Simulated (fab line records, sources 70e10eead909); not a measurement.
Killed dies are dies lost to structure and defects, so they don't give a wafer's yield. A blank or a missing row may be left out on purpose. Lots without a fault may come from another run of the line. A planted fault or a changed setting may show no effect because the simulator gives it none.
fab line records | flow nand_harc
record lots=5 wafers=14 last_day=25
route steps=1159 shown A_BLC@990 A_M0@994
lots that met no fault: from a run of the same line without faults
start_h: hours from the record's first day to the start of the lot's first wafer shown | wait_h: hours since the lot's step before | " the same as in the row above | L1.1+2: a row that stands for several wafers | - no value, or no start given | * or withheld: withheld | < > ~ a bound
route shown NAME@n: a module of which the file shows steps, and the number in the route of the first | usual: mean/standard deviation of fault-free wafers | same: alike in all rows | chamber/n: place in a boat | sites: the reading at each site | _std_site: their standard deviation | _edge_site: outer sites' mean less inner sites' | radius_mm: how far each site lies from the wafer's centre | mask NAME#n: copy n | behind: the tool/chamber that last shaped the wafer | hold: why the lot was held/for how many hours/how that ended | device: the transistor (n, p or np) that didn't switch | end of line: the same wafers' tests at the end of the route | a step without rows: its recipe alone | killed: dies lost to structure and defects at the first sort, not the wafer's yield | map: a wafer's dies, x killed, . not, _ none there
set.NAME: the setting as run; set.NAME@STEP: as run at that earlier step | model.NAME: the simulator's own value behind a step, which no gauge read
lots at some steps of the route; a table a step, a row a wafer
services: from which hour (start_h, from the record's first day; less than 0 if before it) a tool's chamber was out of use, for how many hours, and why
## steps
# step NHARC_A_BLC_CMP_25
# recipe t_overpolish_s=30 target_thk_nm=150
# usual motor_current_A=12.2/1 overpolish_run_s=30.001/0.0089 time_to_endpoint_s=30.6/2.6
# columns lot.wafer tool chamber start_h wait_h motor_current_A overpolish_run_s time_to_endpoint_s
L276.3 cmp-03 1 399.54 0.3 12.5 30.006 34.8
L276.1 " 3 " " 13.3 30.017 31.7
L276.6 " 0 " " 13.2 30.001 29.2
L280.3 cmp-02 0 408.21 0.3 13.6 30.007 29.0
L280.2 " 2 " " 12.1 30.003 30.0
L280.6 " 0 " " 14.0 30.004 28.2
L290.2 cmp-04 3 472.60 0.4 10.7 29.994 33.1
L290.4 " 1 " " 10.7 29.997 28.8
L298.4 cmp-03 2 528.98 0.3 12.5 29.989 31.0
L298.3 " 3 " " 13.4 30.018 29.1
L298.5 " 1 " " 11.1 29.997 35.0
L297.3 cmp-03 1 554.38 0.3 12.2 30.007 29.3
L297.1 " 2 " " 12.1 30.000 29.6
L297.6 " 0 " " 13.1 30.001 25.8
# step NHARC_A_BLC_SRD_27
# step NHARC_A_BLC_INSPECT_28
# usual raw_defect_count=415/100
# columns lot.wafer tool chamber start_h wait_h raw_defect_count
L276.1 defect_inspect-02 - 399.92 0.1 396
L276.3 " - " " 556
L276.6 " - " " 362
L280.2 defect_inspect-02 - 408.58 0.1 405
L280.3 " - " " 414
L280.6 " - " " 411
L290.2 defect_inspect-02 - 473.01 0.1 348
L290.4 " - " " 447
L298.3 defect_inspect-01 - 529.36 0.1 329
L298.4 " - " " 301
L298.5 " - " " 275
L297.1 defect_inspect-02 - 554.75 0.1 538
L297.3 " - " " 524
L297.6 " - " " 418
# step NHARC_A_M0_DEP_00
# recipe target_thk_a=1500 target_thk_nm=150 temp_c=withheld pressure_torr=5 flow_sccm=200 rf_w=600 material=SiOC
# step NHARC_A_M0_DEHYDRATE_01
# recipe temp_c=150 time_s=120
# step NHARC_A_M0_HMDS_02
# recipe time_s=30
# step NHARC_A_M0_COAT_33
# recipe temp_c=200 time_s=65
# step NHARC_A_M0_COAT_03
# recipe spin_rpm=1500 resist_thk_nm=90
# step NHARC_A_M0_SOFTBAKE_04
# recipe temp_c=105 time_s=55
# step NHARC_A_M0_EBR_05
# step NHARC_A_M0_EXPOSE_06
# recipe na=1.35 target_cd_nm=80 dose_mj=83.25 mask_id=A_M0
# step NHARC_A_M0_PEB_07
# recipe peb_temp_c=100 peb_time_s=65
# usual exhaust_pa=44.9/0.91
# columns lot.wafer tool chamber start_h wait_h exhaust_pa
L276.1 litho_track-04 0 400.74 0.1 43.1
L276.3 " 0 " " 43.7
L276.6 " 0 " " 44.8
L280.2 litho_track-06 0 409.40 0.1 45.3
L280.3 " 0 " " 44.0
L280.6 " 0 " " 45.3
L290.2 litho_track-04 0 473.83 0.1 45.0
L290.4 " 0 " " 44.6
L298.3 litho_track-06 0 530.19 0.0 44.5
L298.4 " 0 " " 45.6
L298.5 " 0 " " 45.4
L297.1 litho_track-04 0 555.45 0.1 44.6
L297.3 " 0 " " 46.3
L297.6 " 0 " " 46.1
# step NHARC_A_M0_DEVELOP_08
# recipe develop_time_s=35 dev_temp_c=23
# step NHARC_A_M0_CD_MEAS_09
# recipe target_cd_nm=80 landing_energy_ev=500
# usual cd_nm=80.0/0.65
# same landing_energy_ev=500
# columns lot.wafer tool chamber start_h wait_h cd_nm
L276.1 cd_sem-01 0 400.82 - 79.9
L276.3 " 0 " " 79.7
L276.6 " 0 " " 79.2
L280.2 cd_sem-03 0 409.49 - 81.2
L280.3 " 0 " " 80.1
L280.6 " 0 " " 80.7
L290.2 cd_sem-03 0 473.92 - 89.0
L290.4 " 0 " " 80.1
L298.3 cd_sem-03 0 530.27 - 80.4
L298.4 " 0 " " 80.6
L298.5 " 0 " " 79.7
L297.1 cd_sem-02 0 555.53 - 78.9
L297.3 " 0 " " 79.9
L297.6 " 0 " " 79.4
# step NHARC_A_M0_OVL_MEAS_10
# recipe pitch_nm=160
# usual overlay_x_nm=-0.1/0.88 overlay_y_nm=-0.3/0.88
# columns lot.wafer tool chamber start_h wait_h overlay_x_nm overlay_y_nm
L276.1 overlay-01 - 400.91 - -1.3 -0.7
L276.3 " - " " -1.3 -0.3
L276.6 " - " " -1.1 -1.0
L280.2 overlay-02 - 409.57 - -0.2 0.2
L280.3 " - " " -0.5 0.7
L280.6 " - " " -0.9 0.5
L290.2 overlay-01 - 474.01 - -0.8 -0.7
L290.4 " - " " -1.3 -0.7
L298.3 overlay-01 - 530.36 - -0.8 0.5
L298.4 " - " " -0.5 1.1
L298.5 " - " " -0.7 0.8
L297.1 overlay-02 - 555.62 - 0.7 -1.1
L297.3 " - " " 1.3 -1.7
L297.6 " - " " 1.0 -1.2
# step NHARC_A_M0_INSPECT_11
# usual raw_defect_count=31/15
# columns lot.wafer tool chamber start_h wait_h raw_defect_count
L276.1 defect_inspect-02 - 400.94 0.0 25
L276.3 " - " " 40
L276.6 " - " " 30
L280.2 defect_inspect-01 - 409.61 0.0 27
L280.3 " - " " 22
L280.6 " - " " 26
L290.2 defect_inspect-01 - 474.04 0.0 49
L290.4 " - " " 56
L298.3 defect_inspect-01 - 530.40 0.0 19
L298.4 " - " " 13
L298.5 " - " " 12
L297.1 defect_inspect-02 - 555.65 0.0 36
L297.3 " - " " 42
L297.6 " - " " 27
# step NHARC_A_M0_DESCUM_14
# recipe time_s=3 o2_flow_sccm=200 ar_flow_sccm=0 bias_power_w=0 chemistry=O2
# usual drypump_motor_current_A=5.5/0.54 oes_product_au=0.999/0.01 rf_vpp_V=57.7/0.91 showerhead_plenum_p_Torr=1.89/0.08 throttle_valve_pct=11.310/0.011
# columns lot.wafer tool chamber start_h wait_h drypump_motor_current_A oes_product_au rf_hours_counter_h rf_vpp_V showerhead_plenum_p_Torr throttle_valve_pct model.A_M0.cd_nm
L276.3 rie_diel-01 3 401.02 0.1 5.3 0.992 5 57.5 1.79 11.293 80.43
L276.1 " 0 " " 5.0 0.989 6 57.7 1.93 11.345 79.59
L276.6 " 2 " " 5.7 1.002 - 56.3 1.91 11.319 79.9
L280.2 rie_diel-01 3 409.67 0.1 5.3 0.994 6 56.2 1.79 11.308 81.98
L280.3 " 1 " " 4.8 1.005 8 57.3 1.90 11.299 79.93
L280.6 " 3 " " 5.3 1.005 - 56.7 1.79 11.313 81.6
L290.2 rie_diel-07 3 474.10 0.1 6.6 1.002 3 56.8 1.82 11.304 88.6
L290.4 " 1 " " 5.7 0.986 3 57.8 1.78 11.305 80.28
L298.3 rie_diel-11 1 530.48 0.1 4.8 0.980 15 58.1 2.02 11.311 81.1
L298.4 " 2 " " 5.9 1.009 13 57.7 1.97 11.298 79.88
L298.5 " 3 " " 5.4 1.013 - 57.5 1.86 11.288 79.57
L297.1 rie_diel-11 0 555.72 0.1 5.5 1.007 1 58.3 1.81 11.305 79.54
L297.3 " 1 " " 4.8 0.989 0 59.5 2.02 11.312 79.83
L297.6 " 3 " " 5.4 0.996 - 58.4 1.86 11.302 78.98
# step NHARC_A_M0_ETCH_34
# recipe target_depth_a=400 overetch_a=120 time_s=43.94 ion_energy_ev=200 n2_flow_sccm=150 h2_flow_sccm=150 ar_flow_sccm=0 rf_w=400 bias_w=150 chemistry=N2/H2
# usual bias_w=150.0/0.47 drypump_motor_current_A=5.5/0.54 oes_product_au=1.001/0.0094 rf_vpp_V=429.9/2.5 showerhead_plenum_p_Torr=2.01/0.089 throttle_valve_pct=14.172/0.0089
# columns lot.wafer tool chamber start_h wait_h bias_w drypump_motor_current_A oes_product_au rf_hours_counter_h rf_vpp_V showerhead_plenum_p_Torr throttle_valve_pct
L276.3 rie_diel-01 1 401.09 0.1 149.9 4.8 1.008 7 429.9 2.03 14.179
L276.1 " 2 " " 150.3 5.7 1.012 6 431.5 2.04 14.179
L276.6 " 2 " " 150.6 5.7 1.004 - 431.0 2.04 14.163
L280.3 rie_diel-01 2 409.75 0.1 150.0 5.7 1.002 6 431.1 2.04 14.173
L280.2 " 3 " " 149.4 5.3 1.000 6 426.6 1.90 14.161
L280.6 " 2 " " 150.3 5.7 1.006 - 429.2 2.04 14.174
L290.4 rie_diel-07 3 474.19 0.1 149.8 6.6 0.999 3 428.2 1.93 14.169
L290.2 " 0 " " 149.8 5.3 1.003 3 433.5 2.10 14.162
L298.3 rie_diel-11 3 530.56 0.1 150.7 5.4 1.008 12 429.4 1.98 14.178
L298.4 " 0 " " 150.0 5.5 1.002 15 427.2 1.92 14.173
L298.5 " 1 " " 150.2 4.8 1.003 - 433.4 2.16 14.164
L297.1 rie_diel-11 1 555.82 0.1 149.9 4.7 1.004 0 434.7 2.16 14.173
L297.3 " 3 " " 150.0 5.4 0.999 1 429.7 1.98 14.155
L297.6 " 3 " " 149.6 5.4 0.997 - 429.1 1.98 14.163
# step NHARC_A_M0_ETCH_15
# recipe target_depth_a=1500 overetch_a=150 time_s=82.5 c4f8_flow_sccm=withheld ar_flow_sccm=400 rf_w=600 bias_w=300 chemistry=C4F8/Ar
# usual bias_w=299.9/0.94 oes_product_au=0.949/0.021 rf_vpp_V=440.2/2.6
# columns lot.wafer tool chamber start_h wait_h bias_w oes_product_au rf_hours_counter_h rf_vpp_V model.A_M0.cd_nm
L276.1 rie_diel-01 2 - - 300.4 0.952 6 441.5 78.73
L276.3 " 0 " " 299.5 0.968 6 441.0 80.59
L276.6 " 3 " " 299.5 0.974 - 438.3 79.32
L280.2 rie_diel-01 0 - - 299.3 0.917 7 441.7 81.55
L280.3 " 1 " " 300.3 0.918 8 440.9 79.09
L280.6 " 2 " " 300.3 0.933 - 441.5 80.63
L290.2 rie_diel-07 3 - - 300.7 0.966 3 437.9 88.2
L290.4 " 0 " " 299.7 0.959 3 442.0 79.9
L298.4 rie_diel-11 3 - - 300.1 0.927 12 439.3 79.44
L298.3 " 2 " " 299.9 0.931 13 442.3 81.08
L298.5 " 0 " " 300.7 0.929 - 437.7 79.35
L297.1 rie_diel-11 1 - - 298.3 0.949 0 445.0 78.67
L297.3 " 0 " " 298.9 0.958 1 438.2 79.57
L297.6 " 3 " " 301.3 0.972 - 439.4 78.91
# step NHARC_A_M0_CD_MEAS_16
# usual cd_nm=79.8/0.83
# columns lot.wafer tool chamber start_h wait_h cd_nm
L276.1 cd_sem-03 - 401.30 - 78.8
L276.3 " - " " 80.7
L276.6 " - " " 79.5
L280.2 cd_sem-03 - 409.97 - 81.6
L280.3 " - " " 79.1
L280.6 " - " " 80.4
L290.2 cd_sem-02 - 474.41 - 88.2
L290.4 " - " " 80.1
L298.3 cd_sem-02 - 530.77 - 81.2
L298.4 " - " " 79.2
L298.5 " - " " 79.5
L297.1 cd_sem-02 - 556.06 - 78.7
L297.3 " - " " 79.5
L297.6 " - " " 78.7
# step NHARC_A_M0_STRIP_18
# recipe power_w=1000 n2_flow_sccm=150 h2_flow_sccm=150 ar_flow_sccm=0 bias_w=0 chemistry=N2/H2
# usual drypump_motor_current_A=5.6/0.61 oes_product_au=0.999/0.0097 rf_vpp_V=90.4/0.97 showerhead_plenum_p_Torr=2.01/0.081 throttle_valve_pct=14.171/0.0089
# same bias_w=0
# columns lot.wafer tool chamber start_h wait_h drypump_motor_current_A oes_product_au rf_hours_counter_h rf_vpp_V showerhead_plenum_p_Torr throttle_valve_pct
L276.3 rie_diel-11 0 401.38 0.1 5.4 1.005 2 89.1 1.93 14.170
L276.1 " 3 " " 5.4 1.010 2 90.8 1.99 14.165
L276.6 " 1 " " 4.7 0.987 - 92.5 2.17 14.155
L280.3 rie_diel-11 1 410.04 0.1 4.8 0.986 4 91.6 2.16 14.166
L280.2 " 0 " " 5.4 1.000 4 90.5 1.93 14.162
L280.6 " 2 " " 5.9 1.007 - 91.9 2.11 14.162
L290.2 rie_diel-11 2 474.48 0.1 5.9 1.016 8 91.0 2.11 14.163
L290.4 " 1 " " 4.8 0.996 9 91.1 2.16 14.168
L298.3 rie_diel-11 2 530.84 0.1 5.9 1.007 13 90.1 2.11 14.168
L298.4 " 3 " " 5.4 1.006 12 89.0 1.98 14.173
L298.5 " 3 " " 5.4 1.002 - 90.0 1.98 14.159
L297.1 rie_diel-01 2 556.13 0.1 5.8 0.994 3 91.8 2.04 14.171
L297.3 " 0 " " 5.0 1.005 3 91.5 2.05 14.172
L297.6 " 3 " " 5.2 1.004 - 89.9 1.90 14.182
## services
# columns tool chamber start_h hours kind
rie_diel-07 0 380.67 6.1 repair
rie_diel-11 2 399.75 4.5 repair
rie_diel-11 0 400.00 - clean
rie_diel-11 1 400.00 - clean
rie_diel-07 - 402.40 1.2 repair
rie_diel-07 - 405.20 9.0 pm
cmp-04 - 407.49 4.0 pm
cmp-02 - 422.56 4.0 pm
rie_diel-01 1 433.01 8.9 repair
cmp-03 - 436.45 0.8 repair
rie_diel-01 2 436.82 6.7 repair
cmp-03 - 450.09 4.0 pm
litho_track-06 - 467.00 7.0 pm
litho_track-04 - 491.00 7.0 pm
rie_diel-01 - 491.83 9.0 pm
rie_diel-11 3 497.82 12.3 repair
cmp-04 - 505.50 4.0 pm
cmp-02 - 520.56 4.0 pm
rie_diel-11 - 543.50 9.0 pm
rie_diel-07 2 544.36 5.8 repair
cmp-03 - 548.09 4.0 pm
cmp-03 - 552.67 0.5 repair
cmp-02 - 553.69 7.5 repair
rie_diel-11 2 555.30 3.9 repair
## key
first_sign step=NHARC_A_M0_CD_MEAS_09 reading=cd_nm direction=up sigmas=14 usual=80.0 struck=89.0
effect step=NHARC_A_M0_CD_MEAS_16 reading=cd_nm direction=up sigmas=10 usual=79.8 struck=88.2
model_effect step=NHARC_A_M0_DESCUM_14 value=A_M0.cd_nm without=79.92 struck=88.6
model_effect step=NHARC_A_M0_ETCH_15 value=A_M0.cd_nm without=79.52 struck=88.2
met_at NHARC_A_M0_PEB_07
struck_wafers L290.2
onset_between 400.74 473.83
fault kind=process_parameter_drift tool=litho_track-04 chamber=- onset_h=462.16 steps=NHARC_A_M0_PEB_07 channel=peb_time_s offset=* shape=step end_h=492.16 scope=struck_wafers_only acts_in=* stated=*
